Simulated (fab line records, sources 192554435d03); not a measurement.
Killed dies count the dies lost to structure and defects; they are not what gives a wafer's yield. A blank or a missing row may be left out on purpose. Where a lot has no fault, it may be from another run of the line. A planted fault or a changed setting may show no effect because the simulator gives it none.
Split-lot trial || flow n5Finfet || 21 wafers read across 7 lots, on a route 1938 steps long

== THE SPLIT ITSELF ==
At N5_BEOL_M11_ETCH_62 (etches SOC in N2/H2, target depth 110 nm, overetch 22 nm, time 165 s), the setting timeS was moved away from the recipe's 165 s on 8 of the 21 wafers read, by -9.3% to +19.9%. For the rest of the wafers, this setting stayed at what the recipe calls for.

The split's own step is where the reading is taken.

== THE READING ==
SiARC_of_BEOL_M11_COAT_60.thkNm (the simulator's own value, which no gauge read), in nm, at N5_BEOL_M11_ETCH_62 (etches SOC in N2/H2, target depth 110 nm, overetch 22 nm, time 165 s). No usual value for it is given in the file. Average 23.6 nm, standard deviation 0.22 nm, over the 13 wafers here run with the recipe.

{"wafer": "L082.1", "tool, chamber at the split": "rieDiel-01, 2", "timeS as run, s": 165, "against the recipe": "recipe", "SiARC_of_BEOL_M11_COAT_60.thkNm, nm": 23.6, "against lot-mates on the recipe": "-"}
{"wafer": "L082.2", "tool, chamber at the split": "rieDiel-01, 1", "timeS as run, s": 165, "against the recipe": "recipe", "SiARC_of_BEOL_M11_COAT_60.thkNm, nm": 23.8, "against lot-mates on the recipe": "-"}
{"wafer": "L082.4", "tool, chamber at the split": "rieDiel-01, 3", "timeS as run, s": 165, "against the recipe": "recipe", "SiARC_of_BEOL_M11_COAT_60.thkNm, nm": 23.4, "against lot-mates on the recipe": "-"}
{"wafer": "L077.2", "tool, chamber at the split": "rieDiel-02, 2", "timeS as run, s": 182.5, "against the recipe": "+10.6%", "SiARC_of_BEOL_M11_COAT_60.thkNm, nm": 23.2, "against lot-mates on the recipe": -0.8}
{"wafer": "L077.4", "tool, chamber at the split": "rieDiel-02, 2", "timeS as run, s": 165, "against the recipe": "recipe", "SiARC_of_BEOL_M11_COAT_60.thkNm, nm": 24, "against lot-mates on the recipe": "-"}
{"wafer": "L077.5", "tool, chamber at the split": "rieDiel-02, 0", "timeS as run, s": 182.5, "against the recipe": "+10.6%", "SiARC_of_BEOL_M11_COAT_60.thkNm, nm": 22.8, "against lot-mates on the recipe": -1.2}
{"wafer": "L083.2", "tool, chamber at the split": "rieDiel-02, 2", "timeS as run, s": 197.9, "against the recipe": "+19.9%", "SiARC_of_BEOL_M11_COAT_60.thkNm, nm": 22.6, "against lot-mates on the recipe": -1.2}
{"wafer": "L083.4", "tool, chamber at the split": "rieDiel-02, 0", "timeS as run, s": 197.9, "against the recipe": "+19.9%", "SiARC_of_BEOL_M11_COAT_60.thkNm, nm": 22, "against lot-mates on the recipe": -1.8}
{"wafer": "L083.5", "tool, chamber at the split": "rieDiel-02, 2", "timeS as run, s": 165, "against the recipe": "recipe", "SiARC_of_BEOL_M11_COAT_60.thkNm, nm": 23.8, "against lot-mates on the recipe": "-"}
{"wafer": "L086.1", "tool, chamber at the split": "rieDiel-06, 0", "timeS as run, s": 165, "against the recipe": "recipe", "SiARC_of_BEOL_M11_COAT_60.thkNm, nm": 23.4, "against lot-mates on the recipe": "-"}
{"wafer": "L086.3", "tool, chamber at the split": "rieDiel-06, 3", "timeS as run, s": 165, "against the recipe": "recipe", "SiARC_of_BEOL_M11_COAT_60.thkNm, nm": 23.6, "against lot-mates on the recipe": "-"}
{"wafer": "L086.5", "tool, chamber at the split": "rieDiel-06, 1", "timeS as run, s": 194, "against the recipe": "+17.6%", "SiARC_of_BEOL_M11_COAT_60.thkNm, nm": 22.2, "against lot-mates on the recipe": -1.3}
{"wafer": "L087.1", "tool, chamber at the split": "rieDiel-02, 0", "timeS as run, s": 149.6, "against the recipe": "-9.3%", "SiARC_of_BEOL_M11_COAT_60.thkNm, nm": 24, "against lot-mates on the recipe": "+0.3"}
{"wafer": "L087.2", "tool, chamber at the split": "rieDiel-02, 3", "timeS as run, s": 165, "against the recipe": "recipe", "SiARC_of_BEOL_M11_COAT_60.thkNm, nm": 23.4, "against lot-mates on the recipe": "-"}
{"wafer": "L087.4", "tool, chamber at the split": "rieDiel-02, 2", "timeS as run, s": 165, "against the recipe": "recipe", "SiARC_of_BEOL_M11_COAT_60.thkNm, nm": 24, "against lot-mates on the recipe": "-"}
{"wafer": "L090.2", "tool, chamber at the split": "rieDiel-06, 0", "timeS as run, s": 179.2, "against the recipe": "+8.6%", "SiARC_of_BEOL_M11_COAT_60.thkNm, nm": 22.6, "against lot-mates on the recipe": -0.8}
{"wafer": "L090.3", "tool, chamber at the split": "rieDiel-06, 1", "timeS as run, s": 179.2, "against the recipe": "+8.6%", "SiARC_of_BEOL_M11_COAT_60.thkNm, nm": 23, "against lot-mates on the recipe": -0.4}
{"wafer": "L090.5", "tool, chamber at the split": "rieDiel-06, 1", "timeS as run, s": 165, "against the recipe": "recipe", "SiARC_of_BEOL_M11_COAT_60.thkNm, nm": 23.4, "against lot-mates on the recipe": "-"}
{"wafer": "L092.1", "tool, chamber at the split": "rieDiel-06, 0,2", "timeS as run, s": 165, "against the recipe": "recipe", "SiARC_of_BEOL_M11_COAT_60.thkNm, nm": 23.4, "against lot-mates on the recipe": "-"}
{"wafer": "L092.2", "tool, chamber at the split": "rieDiel-06, 0,2", "timeS as run, s": 165, "against the recipe": "recipe", "SiARC_of_BEOL_M11_COAT_60.thkNm, nm": 23.4, "against lot-mates on the recipe": "-"}
{"wafer": "L092.4", "tool, chamber at the split": "rieDiel-06, 1", "timeS as run, s": 165, "against the recipe": "recipe", "SiARC_of_BEOL_M11_COAT_60.thkNm, nm": 23.6, "against lot-mates on the recipe": "-"}
Rows listing several chambers each stand for several wafers; the file does not say which wafer went through which chamber.

THE FIT
A straight line over all 21 wafers: SiARC_of_BEOL_M11_COAT_60.thkNm changes by -0.0665 nm for each +1% of timeS; r = -0.90; the points scatter about the line by 0.25 nm.
The same after taking each lot's own level away (the mean of its wafers on the recipe; 21 wafers): -0.0723 nm for each +1%; r = -0.94; scatter 0.21 nm.
On that fit, the largest move of timeS shifts the reading by 1.4 nm.
Across the lots, their own levels run from 23.40 to 24.00 nm, a range of 2.7 times the standard deviation given above.
Hence the lot-to-lot level has little effect on the slope; both slopes agree.
Check: with one of the wafers moved furthest among these (+19.9%) left out of the fit, the line predicts -1.58 nm for it against its lot-mates. Against them it came out at -1.2 nm.

== ADDITIONAL SPLITS CARRIED BY THESE WAFERS ==
Note: prior to the reading, these wafers also went through further splits. Each is held against what the fit with the lots' levels taken away leaves over:
{"other split on the same wafers": "N5_BEOL_M9_TRENCH_ETCH_37 sourceW", "wafers away from the commonest value": 9, "r with SiARC_of_BEOL_M11_COAT_60.thkNm (lot level and that fit taken away)": -0.40}

== THE WHOLE CHAIN: every reading that the file lists as answering this split, in the file's order ==
{"step": "N5_BEOL_M11_ETCH_62", "what it does": "etches SOC in N2/H2, target depth 110 nm, overetch 22 nm, time 165 s", "reading": "SiARC_of_BEOL_M11_COAT_60.thkNm (the simulator's own value, which no gauge read)", "change (the file's fit)": "-0.0728 nm for each +1% of the setting", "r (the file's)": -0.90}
{"step": "N5_BEOL_M11_HM_OPEN_17", "what it does": "chemistry Cl2/BCl3, target TiN, target depth 20 nm, overetch 6 nm", "reading": "etch.depthNm (the simulator's own value, which no gauge read)", "change (the file's fit)": "not straight: 19.73 at the lowest setting, 19.81 at the recipe, 16.73 at the highest", "r (the file's)": "not given"}

== THE FILE'S OWN FIT ==
SiARC_of_BEOL_M11_COAT_60.thkNm changes by -0.0728 nm for each +1% of timeS, r = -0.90.
